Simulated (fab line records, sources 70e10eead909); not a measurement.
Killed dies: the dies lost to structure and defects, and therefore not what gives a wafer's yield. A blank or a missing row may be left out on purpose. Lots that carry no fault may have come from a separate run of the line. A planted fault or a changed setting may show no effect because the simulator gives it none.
The tool behind it: which one? + flow nand harc + Sampling: 24 lots, 72 wafers, 5 of 1159 route steps

## WHAT THE GAUGES SHOWED, per wafer
NHARC_A_CONTACT_CD_MEAS_69 targets a cd of 200 nm. Usual: 200.3 nm for cd nm, sd 0.59.
| lot  | measured     | on        | cd nm (nm)        | flag |
|------|--------------|-----------|-------------------|------|
| L074 | day 16 15:53 | cd sem-03 | 202.1 200.5 201.7 |      |
| L075 | day 16 16:12 | cd sem-03 | 201.1 200.7 200.8 |      |
| L076 | day 16 17:31 | cd sem-01 | 200.3 199.9 200.6 |      |
| L079 | day 17 09:44 | cd sem-02 | 200.5 200.0 200.7 |      |
| L077 | day 17 03:05 | cd sem-01 | 199.8 199.8 199.7 |      |
| L078 | day 17 13:17 | cd sem-01 | 200.8 200.4 201.0 |      |
| L080 | day 17 19:35 | cd sem-02 | 199.9 199.5 200.3 |      |
| L081 | day 18 06:05 | cd sem-03 | 200.0 200.4 200.7 |      |
| L084 | day 18 23:34 | cd sem-01 | 200.3 199.2 199.4 |      |
| L082 | day 18 19:31 | cd sem-01 | 200.3 200.7 199.6 |      |
| L083 | day 19 01:01 | cd sem-03 | 202.1 200.8 201.2 |      |
| L087 | day 19 09:28 | cd sem-01 | 200.4 199.8 200.0 |      |
| L086 | day 19 14:01 | cd sem-01 | 199.7 199.3 200.3 |      |
| L088 | day 19 09:19 | cd sem-03 | 200.1 199.8 199.8 |      |
| L085 | day 19 23:57 | cd sem-01 | 200.2 200.8 200.1 |      |
| L089 | day 19 23:44 | cd sem-01 | 201.7 201.0 201.1 |      |
| L090 | day 20 13:08 | cd sem-02 | 200.0 199.6 199.6 |      |
| L091 | day 20 09:40 | cd sem-03 | 200.5 200.5 199.4 |      |
| L093 | day 21 03:44 | cd sem-02 | 200.4 200.5 200.8 |      |
| L092 | day 21 03:55 | cd sem-02 | 200.7 201.3 200.7 |      |
| L094 | day 21 14:45 | cd sem-01 | 200.2 200.0 200.3 |      |
| L097 | day 22 06:38 | cd sem-03 | 200.2 200.7 200.1 |      |
| L095 | day 22 22:13 | cd sem-02 | 199.1 200.5 200.5 |      |
| L096 | day 23 03:49 | cd sem-02 | 200.4 200.1 200.0 |      |

## TOOL THAT RAN EACH LOT (tool first, then ch and the chambers of the sampled wafers, then the start)
| lot  | NHARC_A_STAIRCASE_ETCHBACK_157     | NHARC_A_WL_FILL_STRIP_29           | NHARC_A_CONTACT_ETCH_111             | NHARC_A_CONTACT_ETCH_96                       |
|------|------------------------------------|------------------------------------|--------------------------------------|-----------------------------------------------|
| L074 | rie diel-05 ch 0,1, day 13 20:45   | rie diel-10 ch 0,1, day 15 13:38   | har cap etch-03 ch 0,1, day 16 08:59 | rie diel-08 ch 1,2, day 16 15:53 or earlier   |
| L075 | rie diel-05 ch 0,1, day 13 21:04   | rie diel-09 ch 1,3, day 15 13:41   | har cap etch-02 ch 0,1, day 16 08:13 | rie diel-08 ch 0,3, day 16 16:12 or earlier   |
| L076 | rie diel-04 ch 0,1, day 13 21:08   | rie diel-09 ch 1,3, day 15 17:02   | har cap etch-01 ch 0,1, day 16 10:55 | rie diel-08 ch 1,2,3, day 16 17:31 or earlier |
| L079 | rie diel-04 ch 0,1,3, day 14 11:13 | rie diel-02 ch 0,1,2, day 16 08:01 | har cap etch-01 ch 0,1, day 17 02:43 | rie diel-06 ch 1,3, day 17 09:44 or earlier   |
| L077 | rie diel-05 ch 0,2, day 14 11:49   | rie diel-02 ch 0,1, day 16 04:53   | har cap etch-03 ch 1, day 16 21:19   | rie diel-08 ch 0,1,2, day 17 03:05 or earlier |
| L078 | rie diel-06 ch 0,1,3, day 14 18:36 | rie diel-09 ch 0,1,3, day 16 10:23 | har cap etch-03 ch 0,1, day 17 07:26 | rie diel-08 ch 0,2,3, day 17 13:17 or earlier |
| L080 | rie diel-04 ch 2,3, day 15 03:13   | rie diel-10 ch 1,2, day 16 19:05   | har cap etch-03 ch 0,1, day 17 12:50 | rie diel-08 ch 0,1, day 17 19:35 or earlier   |
| L081 | rie diel-06 ch 0,1,2, day 15 12:28 | rie diel-09 ch 0,3, day 17 03:52   | har cap etch-03 ch 0,1, day 17 23:55 | rie diel-06 ch 0,1, day 18 06:05 or earlier   |
| L084 | rie diel-06 ch 0,1,3, day 15 22:25 | rie diel-02 ch 1,2,3, day 17 19:38 | har cap etch-01 ch 0,1, day 18 16:58 | rie diel-08 ch 1,2,3, day 18 23:34 or earlier |
| L082 | rie diel-04 ch 2,3, day 15 22:27   | rie diel-09 ch 1,2, day 17 19:35   | har cap etch-03 ch 0,1, day 18 13:37 | rie diel-04 ch 0,1, day 18 15:36              |
| L083 | rie diel-05 ch 1,3, day 15 22:43   | rie diel-10 ch 0,3, day 17 19:39   | har cap etch-03 ch 0,1, day 18 19:37 | rie diel-06 ch 0,2,3, day 19 01:01 or earlier |
| L087 | rie diel-05 ch 0,2,3, day 16 20:14 | rie diel-10 ch 0,2, day 18 10:55   | har cap etch-01 ch 0,1, day 19 03:42 | rie diel-08 ch 1,2,3, day 19 09:28 or earlier |
| L086 | rie diel-05 ch 1,2, day 16 20:26   | rie diel-09 ch 0,3, day 18 14:01   | har cap etch-01 ch 0,1, day 19 08:33 | rie diel-08 ch 0,2,3, day 19 14:01 or earlier |
| L088 | rie diel-05 ch 0,3, day 16 20:47   | rie diel-09 ch 0,1,3, day 18 10:55 | har cap etch-02 ch 1, day 19 03:30   | rie diel-08 ch 0,1, day 19 09:19 or earlier   |
| L085 | rie diel-06 ch 0,1,2, day 17 06:31 | rie diel-10 ch 0,1,3, day 19 01:28 | har cap etch-03 ch 0,1, day 19 18:02 | rie diel-08 ch 1,2,3, day 19 23:57 or earlier |
| L089 | rie diel-06 ch 0,2,3, day 17 06:58 | rie diel-02 ch 0,1, day 19 01:19   | har cap etch-02 ch 0,1, day 19 17:50 | rie diel-08 ch 0,2,3, day 19 23:44 or earlier |
| L090 | rie diel-06 ch 0,2,3, day 17 18:52 | rie diel-10 ch 0,2,3, day 19 11:53 | har cap etch-01 ch 0,1, day 20 05:59 | rie diel-08 ch 0,2,3, day 20 13:08 or earlier |
| L091 | rie diel-06 ch 0,1, day 17 18:58   | rie diel-09 ch 0,3, day 19 11:49   | har cap etch-02 ch 0,1, day 20 04:11 | rie diel-06 ch 0,1,2, day 20 09:40 or earlier |
| L093 | rie diel-06 ch 1,2,3, day 18 10:40 | rie diel-09 ch 0,1,3, day 20 01:52 | har cap etch-01 ch 0,1, day 20 18:25 | rie diel-08 ch 1,2,3, day 21 03:44 or earlier |
| L092 | rie diel-06 ch 0,1, day 18 10:55   | rie diel-02 ch 0,2,3, day 20 01:59 | har cap etch-03 ch 0,1, day 20 19:20 | rie diel-08 ch 0,1,3, day 21 03:55 or earlier |
| L094 | rie diel-05 ch 0,1,3, day 18 18:12 | rie diel-09 ch 0,2,3, day 20 14:26 | har cap etch-02 ch 0,1, day 21 09:14 | rie diel-04 ch 1,2,3, day 21 14:45 or earlier |
| L097 | rie diel-06 ch 0,3, day 19 12:53   | rie diel-10 ch 1,2,3, day 21 05:13 | har cap etch-03 ch 0,1, day 21 23:57 | rie diel-04 ch 1,2,3, day 22 06:38 or earlier |
| L095 | rie diel-04 ch 0,1, day 19 22:58   | rie diel-10 ch 0,2,3, day 21 19:51 | har cap etch-02 ch 0,1, day 22 14:47 | rie diel-08 ch 0,1,3, day 22 22:13 or earlier |
| L096 | rie diel-05 ch 1,3, day 19 23:31   | rie diel-10 ch 0,3, day 21 22:56   | har cap etch-02 ch 0,1, day 22 18:56 | rie diel-04 ch 0,1,3, day 23 03:49 or earlier |
- NHARC_A_STAIRCASE_ETCHBACK_157: etches the open film in CH3F/O2, target depth 90 nm, time 167.14 s.
- NHARC_A_WL_FILL_STRIP_29: strips in O2, time 20 s.
- NHARC_A_CONTACT_ETCH_111: etches the open film in C4F8/O2/Ar, time 140 s, target depth 700 nm.
- NHARC_A_CONTACT_ETCH_96: etches the open film in C4F6/O2, target depth 20 nm, time 10 s.

## WHAT THE TOOLS THEMSELVES READ (means of the sampled wafers that have a number; where no wafer has one, the mark that the record gives instead)
NHARC_A_STAIRCASE_ETCHBACK_157. Usual: drypump motor current A 5.73 A, standard deviation 0.22; oes product au 0.973 a.u., standard deviation 0.029; rf vpp V 243.8 V, standard deviation 1.9; showerhead plenum p Torr 2.42 Torr, standard deviation 0.12; throttle valve pct 20.662 %, standard deviation 0.0094.
| lot  | tool        | drypump motor current A (A) | oes product au (a.u.) | rf vpp V (V) | showerhead plenum p Torr (Torr) | throttle valve pct (%) | flag |
|------|-------------|-----------------------------|-----------------------|--------------|---------------------------------|------------------------|------|
| L074 | rie diel-05 | 5.73                        | 0.995                 | 242.3        | 2.32                            | 20.656                 |      |
| L075 | rie diel-05 | 5.73                        | 0.973                 | 242.3        | 2.32                            | 20.663                 |      |
| L076 | rie diel-04 | 5.55                        | 0.985                 | 244.5        | 2.45                            | 20.664                 |      |
| L079 | rie diel-04 | 5.72                        | 0.971                 | 244.6        | 2.49                            | 20.657                 |      |
| L077 | rie diel-05 | 5.48                        | 0.929                 | 243.6        | 2.39                            | 20.661                 |      |
| L078 | rie diel-06 | 5.87                        | 0.999                 | 243.8        | 2.38                            | 20.670                 |      |
| L080 | rie diel-04 | 5.84                        | 0.994                 | 246.3        | 2.56                            | 20.668                 |      |
| L081 | rie diel-06 | 5.84                        | 0.985                 | 242.5        | 2.30                            | 20.655                 |      |
| L084 | rie diel-06 | 5.87                        | 0.925                 | 243.7        | 2.38                            | 20.663                 |      |
| L082 | rie diel-04 | 5.87                        | 0.968                 | 245.7        | 2.56                            | 20.669                 |      |
| L083 | rie diel-05 | 5.75                        | 1.004                 | 244.2        | 2.43                            | 20.668                 |      |
| L087 | rie diel-05 | 5.62                        | 0.995                 | 244.6        | 2.45                            | 20.651                 |      |
| L086 | rie diel-05 | 5.60                        | 0.991                 | 243.0        | 2.36                            | 20.663                 |      |
| L088 | rie diel-05 | 5.73                        | 1.015                 | 242.8        | 2.41                            | 20.665                 |      |
| L085 | rie diel-06 | 5.84                        | 0.994                 | 242.1        | 2.30                            | 20.667                 |      |
| L089 | rie diel-06 | 5.68                        | 0.926                 | 243.9        | 2.37                            | 20.665                 |      |
| L090 | rie diel-06 | 5.70                        | 0.928                 | 243.2        | 2.37                            | 20.660                 |      |
| L091 | rie diel-06 | 5.98                        | 0.956                 | 242.8        | 2.30                            | 20.656                 |      |
| L093 | rie diel-06 | 5.90                        | 0.956                 | 243.1        | 2.37                            | 20.658                 |      |
| L092 | rie diel-06 | 5.79                        | 0.997                 | 241.6        | 2.29                            | 20.665                 |      |
| L094 | rie diel-05 | 5.75                        | 0.940                 | 243.4        | 2.41                            | 20.656                 |      |
| L097 | rie diel-06 | 5.66                        | 1.007                 | 246.7        | 2.61                            | 20.662                 |      |
| L095 | rie diel-04 | 5.64                        | 0.946                 | 244.7        | 2.47                            | 20.658                 |      |
| L096 | rie diel-05 | 5.78                        | 1.002                 | 245.4        | 2.52                            | 20.668                 |      |

NHARC_A_WL_FILL_STRIP_29. Usual: drypump motor current A 6.0 A, standard deviation 0.32; oes product au 0.998 a.u., standard deviation 0.012; rf vpp V 57.7 V, standard deviation 0.89; showerhead plenum p Torr 3.54 Torr, standard deviation 0.14; throttle valve pct 17.035 %, standard deviation 0.009.
| lot  | tool        | drypump motor current A (A) | oes product au (a.u.) | rf vpp V (V) | showerhead plenum p Torr (Torr) | throttle valve pct (%) | flag |
|------|-------------|-----------------------------|-----------------------|--------------|---------------------------------|------------------------|------|
| L074 | rie diel-10 | 5.9                         | 1.000                 | 58.2         | 3.72                            | 17.033                 |      |
| L075 | rie diel-09 | 5.8                         | 0.989                 | 57.9         | 3.47                            | 17.038                 |      |
| L076 | rie diel-09 | 5.8                         | 0.988                 | 57.4         | 3.47                            | 17.037                 |      |
| L079 | rie diel-02 | 5.8                         | 1.003                 | 57.7         | 3.54                            | 17.046                 |      |
| L077 | rie diel-02 | 5.9                         | 0.994                 | 57.9         | 3.50                            | 17.038                 |      |
| L078 | rie diel-09 | 6.0                         | 0.997                 | 57.5         | 3.55                            | 17.037                 |      |
| L080 | rie diel-10 | 5.9                         | 0.992                 | 58.8         | 3.65                            | 17.037                 |      |
| L081 | rie diel-09 | 6.3                         | 1.001                 | 57.9         | 3.57                            | 17.026                 |      |
| L084 | rie diel-02 | 5.8                         | 0.991                 | 57.7         | 3.58                            | 17.022                 |      |
| L082 | rie diel-09 | 5.5                         | 0.988                 | 57.3         | 3.43                            | 17.038                 |      |
| L083 | rie diel-10 | 6.2                         | 1.009                 | 58.7         | 3.54                            | 17.028                 |      |
| L087 | rie diel-10 | 6.0                         | 1.000                 | 57.5         | 3.42                            | 17.033                 |      |
| L086 | rie diel-09 | 6.3                         | 1.004                 | 57.6         | 3.57                            | 17.029                 |      |
| L088 | rie diel-09 | 6.1                         | 0.994                 | 58.0         | 3.55                            | 17.037                 |      |
| L085 | rie diel-10 | 6.0                         | 0.999                 | 57.8         | 3.63                            | 17.038                 |      |
| L089 | rie diel-02 | 6.1                         | 0.992                 | 57.3         | 3.39                            | 17.042                 |      |
| L090 | rie diel-10 | 6.1                         | 0.999                 | 56.8         | 3.48                            | 17.035                 |      |
| L091 | rie diel-09 | 6.4                         | 1.006                 | 57.6         | 3.63                            | 17.039                 |      |
| L093 | rie diel-09 | 6.0                         | 0.993                 | 56.6         | 3.55                            | 17.033                 |      |
| L092 | rie diel-02 | 5.7                         | 1.014                 | 58.4         | 3.68                            | 17.035                 |      |
| L094 | rie diel-09 | 6.1                         | 1.003                 | 57.4         | 3.54                            | 17.035                 |      |
| L097 | rie diel-10 | 6.0                         | 0.984                 | 57.8         | 3.56                            | 17.043                 |      |
| L095 | rie diel-10 | 6.1                         | 1.000                 | 57.2         | 3.48                            | 17.031                 |      |
| L096 | rie diel-10 | 6.1                         | 0.998                 | 57.4         | 3.54                            | 17.032                 |      |

NHARC_A_CONTACT_ETCH_96. Usual: drypump motor current A 5.9 A, standard deviation 0.46; oes product au 0.971 a.u., standard deviation 0.027; rf vpp V 546 V, standard deviation 3.4; showerhead plenum p Torr 3.87 Torr, standard deviation 0.16; throttle valve pct 26.903 %, standard deviation 0.0088.
| lot  | tool        | drypump motor current A (A) | oes product au (a.u.) | rf vpp V (V) | showerhead plenum p Torr (Torr) | throttle valve pct (%) | flag |
|------|-------------|-----------------------------|-----------------------|--------------|---------------------------------|------------------------|------|
| L074 | rie diel-08 | 5.7                         | 0.992                 | 547          | 3.93                            | 26.904                 |      |
| L075 | rie diel-08 | 6.3                         | 0.949                 | 544          | 3.78                            | 26.909                 |      |
| L076 | rie diel-08 | 5.7                         | 0.947                 | 545          | 3.91                            | 26.907                 |      |
| L079 | rie diel-06 | 6.1                         | 0.958                 | 544          | 3.81                            | 26.898                 |      |
| L077 | rie diel-08 | 5.8                         | 0.943                 | 547          | 3.92                            | 26.904                 |      |
| L078 | rie diel-08 | 5.8                         | 0.964                 | 546          | 3.89                            | 26.896                 |      |
| L080 | rie diel-08 | 6.3                         | 1.004                 | 545          | 3.80                            | 26.907                 |      |
| L081 | rie diel-06 | 5.8                         | 0.938                 | 542          | 3.66                            | 26.895                 |      |
| L084 | rie diel-08 | 5.7                         | 0.940                 | 546          | 3.90                            | 26.907                 |      |
| L082 | rie diel-04 | 5.6                         | 0.967                 | 547          | 3.95                            | 26.905                 |      |
| L083 | rie diel-06 | 5.7                         | 1.002                 | 548          | 3.98                            | 26.907                 |      |
| L087 | rie diel-08 | 5.8                         | 1.004                 | 546          | 3.90                            | 26.912                 |      |
| L086 | rie diel-08 | 5.8                         | 1.001                 | 546          | 3.89                            | 26.907                 |      |
| L088 | rie diel-08 | 6.3                         | 0.948                 | 544          | 3.80                            | 26.905                 |      |
| L085 | rie diel-08 | 5.8                         | 1.001                 | 546          | 3.90                            | 26.896                 |      |
| L089 | rie diel-08 | 5.8                         | 0.956                 | 547          | 3.89                            | 26.899                 |      |
| L090 | rie diel-08 | 5.8                         | 0.968                 | 546          | 3.89                            | 26.903                 |      |
| L091 | rie diel-06 | 5.8                         | 0.989                 | 546          | 3.86                            | 26.906                 |      |
| L093 | rie diel-08 | 5.7                         | 0.999                 | 546          | 3.89                            | 26.905                 |      |
| L092 | rie diel-08 | 6.2                         | 0.945                 | 544          | 3.78                            | 26.902                 |      |
| L094 | rie diel-04 | 5.7                         | 0.998                 | 549          | 4.00                            | 26.904                 |      |
| L097 | rie diel-04 | 5.7                         | 1.008                 | 548          | 3.99                            | 26.902                 |      |
| L095 | rie diel-08 | 6.2                         | 0.966                 | 545          | 3.78                            | 26.897                 |      |
| L096 | rie diel-04 | 5.7                         | 0.949                 | 547          | 3.94                            | 26.891                 |      |

## THE ANSWER, worked out from the rows above alone
Rule: take the mean of a lot's wafers that have a number; if it is more than 3 standard deviations from the usual mean, the lot is off. Also off: a lot with no number at a reading for which 4 or more lots have one. Where the step has rows for the other lots, those lots are counted as sound. First the gauges in route order, then the tools' own readings, where a lot's mean is used as printed above. At the first step where some lot is off, the reading lying furthest off is the one used; lots without a number count as furthest.
None of the lots is off at any reading shown; this tells nothing.

## WHAT HAD BEEN PUT IN BY THE SIMULATOR
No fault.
